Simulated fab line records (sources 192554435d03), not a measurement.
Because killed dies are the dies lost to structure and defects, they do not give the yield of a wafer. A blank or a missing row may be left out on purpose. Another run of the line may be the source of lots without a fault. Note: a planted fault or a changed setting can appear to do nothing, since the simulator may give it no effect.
fab line records	flow n5_finfet	part 1 of 2: steps 1 to 3 of 6
[record] lots = 21	wafers = 63	last_day = 17
route steps=1938 shown BEOL_M4@1043
lots with no fault: from the same line, run without faults
start_h: hours from the record's opening day to when the first of the lot's shown wafers began	wait_h: hours since the lot's step before	" as in the row above	L1.1+2: several wafers, shown together as one row	- no value present, or no start provided	* or withheld: withheld	< > ~ a bound
route shown NAME@n: a module of which the file shows steps, and the number in the route of the first	usual: mean/standard deviation taken from wafers without a fault	same: alike in all rows	chamber/n: place in a boat	sites: the reading at each site	_std_site: the values' standard deviation	_edge_site: inner sites' mean taken away from outer sites' mean	radius_mm: for every site, how far away it sits from the centre of the wafer	mask NAME#n: copy n	behind: the last tool/chamber to shape the wafer	hold: the reason the lot was held/the length of the hold in hours/how it ended	device: whichever transistor did not switch (one of n, p or np)	end of line: at the end of the route, the tests of the same wafers	where a step has no rows: the recipe by itself	killed: dies that structure and defects cost at the first sort, which is not the same as the wafer's yield	map: shows each die of a wafer: x if killed, . if not, _ if none is there
set.NAME: the setting the step ran with; set.NAME@STEP: the setting that earlier step ran with	model.NAME: the simulator's own value behind a step, which no gauge read
a sample of lots followed through the steps of the route, with each step as a table and each wafer as a row
services: a tool's chamber out of use, with start hour (start_h, from the record's first day; less than 0 if before it), hours out, and reason
[[steps]]
[step N5_BEOL_M4_STRIP_66]
[recipe] chemistry = CF4	resist = SiARC	power_w = 300	bias_power_w = 75	pressure_mtorr = 50	cf4_flow_sccm = 150	rf_frequency_hz = 6e+07
[usual] drypump_motor_current_A = 5.8/0.43	oes_product_au = 0.78/0.088	rf_vpp_V = 271.3/1.4	showerhead_plenum_p_Torr = 1.80/0.045	throttle_valve_pct = 13.64/0.25
lot.wafer	tool	chamber	start_h	wait_h	drypump_motor_current_A	oes_product_au	rf_hours_counter_h	rf_vpp_V	showerhead_plenum_p_Torr	throttle_valve_pct
L074.1	rie_diel-03	0	147.32	0.0	5.5	0.69	217	272.5	1.85	13.64
L074.3	"	1	"	"	6.0	0.69	239	268.3	1.77	13.96
L074.5	"	3	"	"	6.1	0.71	-	269.7	1.78	13.75
L075.3	rie_diel-01	3	163.77	0.0	6.1	0.84	48	271.9	1.82	13.57
L075.5	"	2	"	"	5.9	0.75	-	270.2	1.80	13.46
L075.6	"	3	"	"	6.1	0.85	-	272.6	1.82	13.59
L077.1	rie_diel-04	0	168.29	0.0	5.4	0.69	222	270.2	1.77	13.64
L077.4	"	2	"	"	5.2	0.72	185	271.4	1.78	13.85
L077.6	"	3	"	"	6.0	0.69	-	270.6	1.77	13.78
L076.1	rie_diel-04	2	177.36	0.0	5.2	0.72	190	271.1	1.78	13.87
L076.4	"	1	"	"	5.7	0.77	-	272.1	1.87	13.84
L076.5	"	2	"	"	5.1	0.71	-	270.3	1.78	13.86
L078.1	rie_diel-04	1	178.95	0.0	5.7	0.76	139	273.3	1.87	13.85
L078.2	"	0	"	"	5.4	0.69	228	269.9	1.77	13.65
L078.3	"	2	"	"	5.2	0.73	190	271.0	1.78	13.85
L079.2	rie_diel-01	2	180.25	0.0	5.8	0.75	147	271.4	1.80	13.47
L079.3	"	1	"	"	6.7	0.73	200	272.4	1.78	13.90
L079.5	"	3	"	"	6.1	0.84	-	271.0	1.82	13.60
L080.1	rie_diel-01	2	181.60	0.0	5.9	0.74	147	270.5	1.80	13.46
L080.2	"	1	"	"	6.6	0.72	200	271.4	1.78	13.89
L080.6	"	3	"	"	6.1	0.84	-	271.4	1.82	13.59
L081.2	rie_diel-01	0	219.56	0.0	6.4	0.85	46	274.4	1.90	13.62
L081.4	"	2	"	"	5.9	0.74	161	271.6	1.79	13.48
L081.5	"	3	"	"	6.1	0.82	-	273.2	1.82	13.64
L083.1	rie_diel-03	2	225.16	0.0	5.8	0.70	201	271.7	1.78	13.82
L083.3	"	1	"	"	6.0	0.92	9	272.3	1.77	13.44
L083.5	"	1	"	"	6.0	0.92	-	269.0	1.77	13.44
L082.3	rie_diel-04	3	225.19	0.0	6.1	0.90	15	269.9	1.77	13.25
L082.4	"	0	"	"	5.4	0.68	243	271.4	1.77	13.68
L082.5	"	3	"	"	6.0	0.91	-	269.9	1.77	13.25
L085.2	rie_diel-04	1	226.07	0.0	5.7	0.76	157	271.4	1.87	13.88
L085.4	"	0	"	"	5.4	0.68	244	271.5	1.77	13.67
L085.5	"	3	"	"	6.0	0.90	-	270.9	1.77	13.27
L086.2	rie_diel-01	3	233.20	0.0	6.1	0.82	73	273.1	1.82	13.64
L086.4	"	3	"	"	6.1	0.81	-	272.1	1.82	13.63
L086.6	"	0	"	"	6.5	0.84	-	274.1	1.90	13.64
L087.2	rie_diel-03	2	238.35	0.0	5.8	0.69	206	270.3	1.78	13.84
L087.3	"	1	"	"	6.0	0.90	13	268.3	1.77	13.44
L087.4	"	3	"	"	6.2	0.98	2	271.7	1.77	13.26
L088.3	rie_diel-04	3	242.54	0.0	6.0	0.89	21	271.0	1.77	13.26
L088.4	"	2	"	"	5.2	0.70	214	270.1	1.77	13.92
L088.5	"	3	"	"	6.0	0.88	-	270.7	1.77	13.28
L090.1	rie_diel-04	2	260.27	0.0	5.1	0.70	222	271.2	1.77	13.97
L090.2	"	3	"	"	6.0	0.87	30	269.7	1.76	13.29
L090.3	"	1	"	"	5.7	0.74	171	273.5	1.86	13.91
L092.1	rie_diel-04	3	273.98	0.0	6.1	0.86	35	270.5	1.76	13.33
L092.4	"	0	"	"	5.4	0.94	4	272.5	1.76	13.15
L092.5	"	0	"	"	5.4	0.94	-	270.3	1.76	13.13
L091.1	rie_diel-03	0	275.22	0.0	5.5	0.97	7	272.3	1.83	13.13
L091.2	"	3	"	"	6.1	0.93	16	269.1	1.76	13.28
L091.5	"	2	"	"	5.8	0.68	-	268.5	1.77	13.88
L094.2	rie_diel-04	3	278.33	0.0	6.0	0.86	36	271.3	1.76	13.33
L094.3	"	0	"	"	5.4	0.94	6	270.8	1.76	13.15
L094.5	"	3	"	"	6.0	0.86	-	269.9	1.76	13.30
L095.2	rie_diel-04	3	290.06	0.0	6.0	0.86	40	269.4	1.76	13.31
L095.4	"	2	"	"	5.1	0.69	232	268.9	1.77	13.97
L095.6	"	3	"	"	6.0	0.86	-	269.5	1.76	13.31
L096.1	rie_diel-04	0	290.97	0.0	5.4	0.92	9	270.8	1.76	13.15
L096.2	"	3	"	"	6.0	0.86	40	269.9	1.76	13.30
L096.6	"	3	"	"	6.0	0.86	-	270.2	1.76	13.33
L097.1	rie_diel-04	0	295.50	0.0	5.4	0.91	10	270.1	1.76	13.18
L097.2	"	1	"	"	5.7	0.73	183	272.3	1.86	13.96
L097.4	"	3	"	"	6.1	0.86	41	270.6	1.76	13.31
[step N5_BEOL_M4_STRIP_36]
[recipe] chemistry = N2/H2	power_w = 450	temp_c = 40	pressure_mtorr = 20	rf_frequency_hz = 6e+07	overash_fraction = 0.3	bias_power_w = 7	h2_frac = 0.5	n2_flow_sccm = 200	h2_flow_sccm = 200
[usual] drypump_motor_current_A = 6.0/0.4	n2_flow_sccm = 200.1/0.57	oes_product_au = 0.80/0.097	rf_vpp_V = 59.3/1.5	showerhead_plenum_p_Torr = 2.56/0.067	temp_c = 39.99/0.12	throttle_valve_pct = 23.78/0.21
lot.wafer	tool	chamber	start_h	wait_h	drypump_motor_current_A	n2_flow_sccm	oes_product_au	rf_hours_counter_h	rf_vpp_V	showerhead_plenum_p_Torr	temp_c	throttle_valve_pct
L074.1	rie_diel-01	3	153.57	0.0	6.1	200.8	0.85	45	59.6	2.58	39.94	23.80
L074.3	"	1	"	"	6.6	200.0	0.73	190	54.2	2.52	40.18	24.08
L074.5	"	0	"	"	6.5	200.6	0.90	-	57.3	2.70	40.04	23.71
L075.3	rie_diel-01	0	167.49	0.0	6.4	200.2	0.88	26	59.0	2.70	39.99	23.69
L075.5	"	1	"	"	6.6	200.2	0.72	-	60.1	2.52	40.16	24.07
L075.6	"	2	"	"	5.9	200.2	0.76	-	60.0	2.55	39.94	23.65
L077.1	rie_diel-03	3	170.33	0.0	6.2	199.6	0.69	231	59.8	2.50	39.96	23.65
L077.4	"	2	"	"	5.9	198.8	0.71	178	57.6	2.53	39.81	23.72
L077.6	"	1	"	"	6.0	200.4	0.68	-	60.0	2.50	39.96	24.21
L078.1	rie_diel-01	0	184.88	0.0	6.4	200.3	0.89	32	58.3	2.69	39.93	23.73
L078.2	"	1	"	"	6.6	200.4	0.73	201	58.0	2.52	39.89	24.05
L078.3	"	2	"	"	5.9	200.4	0.75	148	59.2	2.54	39.88	23.64
L076.1	rie_diel-03	0	190.71	0.0	5.5	200.8	0.69	230	60.1	2.62	40.04	23.64
L076.4	"	0	"	"	5.5	201.0	0.69	-	58.7	2.62	39.93	23.64
L076.5	"	3	"	"	6.2	200.9	0.70	-	56.5	2.50	40.11	23.69
L080.1	rie_diel-01	1	199.13	0.0	6.6	200.7	0.72	207	59.2	2.52	39.96	24.08
L080.2	"	3	"	"	6.1	200.7	0.84	61	57.7	2.57	39.99	23.82
L080.6	"	2	"	"	5.9	199.7	0.74	-	59.6	2.54	40.12	23.65
L079.2	rie_diel-04	3	199.37	0.0	6.1	200.1	0.96	5	56.9	2.50	39.90	23.65
L079.3	"	0	"	"	5.4	199.2	0.70	234	57.7	2.51	39.86	23.88
L079.5	"	0	"	"	5.4	199.5	0.69	-	60.9	2.51	40.00	23.87
L081.2	rie_diel-01	3	220.82	0.0	6.1	199.7	0.84	69	58.4	2.57	40.11	23.82
L081.4	"	2	"	"	5.9	199.3	0.74	162	60.2	2.54	40.14	23.70
L081.5	"	3	"	"	6.1	199.9	0.83	-	59.6	2.57	40.04	23.82
L083.1	rie_diel-04	0	226.94	0.0	5.4	200.3	0.70	244	60.1	2.50	40.01	23.93
L083.3	"	3	"	"	6.1	199.4	0.94	16	60.2	2.49	40.06	23.68
L083.5	"	2	"	"	5.2	200.3	0.72	-	60.0	2.51	39.92	23.92
L085.2	rie_diel-01	3	229.15	0.0	6.1	199.1	0.84	72	58.6	2.57	39.83	23.83
L085.4	"	2	"	"	5.9	198.2	0.75	-	60.4	2.54	40.13	23.70
L085.5	"	0	"	"	6.5	200.3	0.87	-	62.1	2.69	40.23	23.75
L082.3	rie_diel-03	1	229.23	0.0	6.0	198.8	0.92	11	58.1	2.49	40.12	23.87
L082.4	"	0	"	"	5.5	200.4	0.68	-	61.0	2.61	40.06	23.67
L082.5	"	2	"	"	5.8	200.8	0.69	-	58.5	2.52	39.94	23.78
L086.2	rie_diel-01	0	242.03	0.0	6.4	200.0	0.86	54	59.0	2.68	39.93	23.75
L086.4	"	3	"	"	6.1	201.3	0.84	-	57.8	2.56	40.07	23.84
L086.6	"	0	"	"	6.5	200.2	0.85	-	60.4	2.68	40.00	23.75
L088.3	rie_diel-03	2	249.74	0.0	5.8	200.3	0.70	209	57.3	2.52	40.12	23.78
L088.4	"	2	"	"	5.8	199.8	0.68	-	57.5	2.52	40.20	23.77
L088.5	"	3	"	"	6.2	199.3	0.99	-	61.3	2.49	39.77	23.33
L087.2	rie_diel-04	3	249.76	0.0	6.1	200.7	0.91	24	58.7	2.49	40.19	23.66
L087.3	"	2	"	"	5.1	200.2	0.70	216	60.7	2.51	39.99	23.91
L087.4	"	2	"	"	5.1	199.3	0.71	-	59.7	2.51	40.00	23.89
L090.1	rie_diel-03	2	264.77	0.0	5.8	199.7	0.70	215	59.6	2.52	40.08	23.78
L090.2	"	0	"	"	5.5	200.1	1.01	2	57.7	2.61	40.06	23.27
L090.3	"	3	"	"	6.1	199.4	0.96	11	59.9	2.49	39.94	23.33
L092.1	rie_diel-01	3	276.73	0.0	6.1	200.6	0.82	90	56.5	2.56	39.84	23.85
L092.4	"	1	"	"	6.7	200.0	0.70	228	56.9	2.51	40.03	24.08
L092.5	"	2	"	"	5.9	200.4	0.73	-	59.4	2.53	40.00	23.71
L091.1	rie_diel-01	2	277.13	0.0	5.9	199.8	0.73	182	58.3	2.53	39.94	23.70
L091.2	"	3	"	"	6.1	200.7	0.81	90	61.1	2.56	39.83	23.83
L091.5	"	0	"	"	6.5	200.4	0.84	-	60.9	2.68	39.86	23.75
L094.2	rie_diel-01	0	281.59	0.0	6.5	200.0	0.83	69	57.5	2.68	40.04	23.76
L094.3	"	1	"	"	6.7	200.5	0.70	229	58.2	2.51	40.02	24.09
L094.5	"	1	"	"	6.7	200.1	0.69	-	59.8	2.51	39.82	24.11
L095.2	rie_diel-01	1	293.68	0.0	6.7	200.9	0.70	233	56.9	2.50	39.98	24.11
L095.4	"	3	"	"	6.1	201.3	0.81	96	57.0	2.55	40.04	23.85
L095.6	"	0	"	"	6.4	199.4	0.83	-	61.6	2.68	40.00	23.79
L096.1	rie_diel-03	1	298.40	0.0	6.0	200.6	0.91	25	58.5	2.49	40.02	23.88
L096.2	"	2	"	"	5.8	199.8	0.67	228	60.4	2.51	40.15	23.80
L096.6	"	3	"	"	6.2	200.2	0.93	-	61.6	2.48	39.93	23.39
L097.1	rie_diel-03	0	301.77	0.0	5.5	200.5	0.96	16	59.2	2.60	40.13	23.32
L097.2	"	3	"	"	6.2	200.4	0.93	25	61.7	2.48	40.08	23.37
L097.4	"	2	"	"	5.8	199.9	0.67	229	59.7	2.51	39.89	23.80
[step N5_BEOL_M4_STRIP_97]
[recipe] chemistry = N2/H2	time_s = 10	power_w = 450	temp_c = 40	pressure_mtorr = 20	rf_frequency_hz = 6e+07	bias_power_w = 7	n2_flow_sccm = 200	h2_flow_sccm = 200
[usual] drypump_motor_current_A = 6.0/0.4	n2_flow_sccm = 200.0/0.56	oes_product_au = 0.79/0.097	rf_vpp_V = 59.3/0.79	showerhead_plenum_p_Torr = 2.56/0.067	temp_c = 40.01/0.11	throttle_valve_pct = 23.78/0.21
lot.wafer	tool	chamber	start_h	wait_h	drypump_motor_current_A	n2_flow_sccm	oes_product_au	rf_hours_counter_h	rf_vpp_V	showerhead_plenum_p_Torr	temp_c	throttle_valve_pct
L074.1	rie_diel-01	3	-	-	6.1	199.6	0.87	45	58.8	2.58	40.00	23.78
L074.3	"	1	"	"	6.6	199.8	0.74	190	59.5	2.52	39.99	24.06
L074.5	"	0	"	"	6.5	200.9	0.91	-	59.9	2.70	40.03	23.70
L075.3	rie_diel-01	0	-	-	6.5	199.3	0.89	26	60.2	2.70	40.00	23.71
L075.5	"	1	"	"	6.6	200.4	0.72	-	58.5	2.52	39.99	24.05
L075.6	"	2	"	"	5.9	198.6	0.77	-	59.1	2.55	40.03	23.64
L077.1	rie_diel-03	3	-	-	6.1	199.9	0.70	231	58.6	2.50	40.09	23.65
L077.4	"	2	"	"	5.8	200.4	0.71	178	59.2	2.53	40.05	23.72
L077.6	"	1	"	"	6.0	200.1	0.68	-	59.6	2.50	39.98	24.19
L078.1	rie_diel-01	0	-	-	6.5	200.1	0.89	32	60.1	2.69	40.00	23.74
L078.2	"	1	"	"	6.6	199.9	0.72	201	61.0	2.52	39.94	24.08
L078.3	"	2	"	"	5.9	200.5	0.76	148	58.9	2.54	39.94	23.66
L076.1	rie_diel-03	0	-	-	5.5	199.4	0.69	230	60.0	2.62	40.26	23.63
L076.4	"	0	"	"	5.5	200.6	0.69	-	59.1	2.62	40.19	23.64
L076.5	"	3	"	"	6.2	200.0	0.69	-	59.6	2.50	40.15	23.65
L080.1	rie_diel-01	1	-	-	6.6	200.4	0.72	207	59.5	2.52	40.05	24.08
L080.2	"	3	"	"	6.1	199.7	0.84	61	58.5	2.57	40.13	23.81
L080.6	"	2	"	"	5.9	199.4	0.75	-	59.3	2.54	40.02	23.67
L079.2	rie_diel-04	3	-	-	6.1	200.2	0.96	5	57.8	2.50	39.85	23.64
L079.3	"	0	"	"	5.4	200.2	0.69	234	59.9	2.51	40.17	23.88
L079.5	"	0	"	"	5.4	200.0	0.70	-	58.7	2.51	40.04	23.87
L081.2	rie_diel-01	3	-	-	6.1	200.3	0.84	70	59.3	2.57	39.89	23.84
L081.4	"	2	"	"	5.9	200.1	0.74	162	59.6	2.54	40.26	23.68
L081.5	"	3	"	"	6.1	200.4	0.84	-	58.7	2.57	40.01	23.82
L083.1	rie_diel-04	0	-	-	5.4	199.6	0.69	244	59.1	2.50	40.24	23.91
L083.3	"	3	"	"	6.1	199.7	0.93	16	60.9	2.49	40.14	23.67
L083.5	"	2	"	"	5.2	200.7	0.71	-	59.5	2.51	39.99	23.91
L085.2	rie_diel-01	3	-	-	6.1	199.7	0.83	72	59.2	2.57	40.01	23.82
L085.4	"	2	"	"	5.9	199.2	0.74	-	58.5	2.54	39.95	23.67
L085.5	"	0	"	"	6.5	200.8	0.85	-	59.1	2.69	39.92	23.75
L082.3	rie_diel-03	1	-	-	6.0	199.8	0.94	11	59.7	2.49	40.12	23.84
L082.4	"	0	"	"	5.5	200.7	0.67	-	59.4	2.61	39.90	23.64
L082.5	"	2	"	"	5.8	201.0	0.69	-	58.1	2.52	39.87	23.77
L086.2	rie_diel-01	0	-	-	6.4	199.2	0.85	54	59.3	2.68	40.01	23.74
L086.4	"	3	"	"	6.1	200.0	0.82	-	58.4	2.56	39.99	23.84
L086.6	"	0	"	"	6.5	199.7	0.85	-	60.4	2.68	39.94	23.76
L088.3	rie_diel-03	2	-	-	5.8	199.5	0.69	209	57.7	2.52	40.01	23.77
L088.4	"	2	"	"	5.8	198.6	0.69	-	58.3	2.52	40.15	23.77
L088.5	"	3	"	"	6.1	199.5	0.99	-	59.5	2.49	40.24	23.34
L087.2	rie_diel-04	3	-	-	6.0	199.9	0.92	24	58.6	2.49	40.04	23.67
L087.3	"	2	"	"	5.1	200.1	0.70	216	58.2	2.51	40.04	23.93
L087.4	"	2	"	"	5.2	199.1	0.71	-	59.4	2.51	40.02	23.91
L090.1	rie_diel-03	2	-	-	5.8	199.9	0.69	215	60.4	2.52	40.06	23.79
L090.2	"	0	"	"	5.5	200.3	1.00	2	60.7	2.61	39.91	23.29
L090.3	"	3	"	"	6.1	200.0	0.96	11	59.3	2.49	40.13	23.34
L092.1	rie_diel-01	3	-	-	6.1	200.9	0.81	90	59.4	2.56	40.16	23.84
L092.4	"	1	"	"	6.6	198.9	0.70	228	58.9	2.51	39.95	24.11
L092.5	"	2	"	"	5.9	199.7	0.72	-	59.5	2.53	39.91	23.71
L091.1	rie_diel-01	2	-	-	5.9	200.3	0.72	182	59.2	2.53	40.06	23.71
L091.2	"	3	"	"	6.1	199.6	0.81	90	59.8	2.56	39.76	23.84
L091.5	"	0	"	"	6.5	200.0	0.83	-	59.4	2.68	40.13	23.77
L094.2	rie_diel-01	0	-	-	6.4	198.7	0.83	69	58.8	2.68	40.08	23.77
L094.3	"	1	"	"	6.6	199.9	0.70	229	60.1	2.51	39.86	24.10
L094.5	"	1	"	"	6.6	199.5	0.70	-	58.2	2.50	39.69	24.10
L095.2	rie_diel-01	1	-	-	6.6	199.8	0.70	233	57.7	2.50	40.16	24.11
L095.4	"	3	"	"	6.1	200.0	0.79	96	59.8	2.56	39.99	23.85
L095.6	"	0	"	"	6.5	200.2	0.82	-	59.3	2.68	40.00	23.78
L096.1	rie_diel-03	1	-	-	6.0	200.9	0.91	25	59.6	2.49	39.91	23.85
L096.2	"	2	"	"	5.8	199.4	0.67	228	59.3	2.51	40.05	23.80
L096.6	"	3	"	"	6.1	199.6	0.94	-	58.2	2.48	40.28	23.36
L097.1	rie_diel-03	0	-	-	5.5	200.4	0.95	16	59.9	2.60	40.24	23.30
L097.2	"	3	"	"	6.1	199.6	0.92	25	59.7	2.48	40.05	23.37
L097.4	"	2	"	"	5.8	199.8	0.67	229	58.8	2.51	40.03	23.81
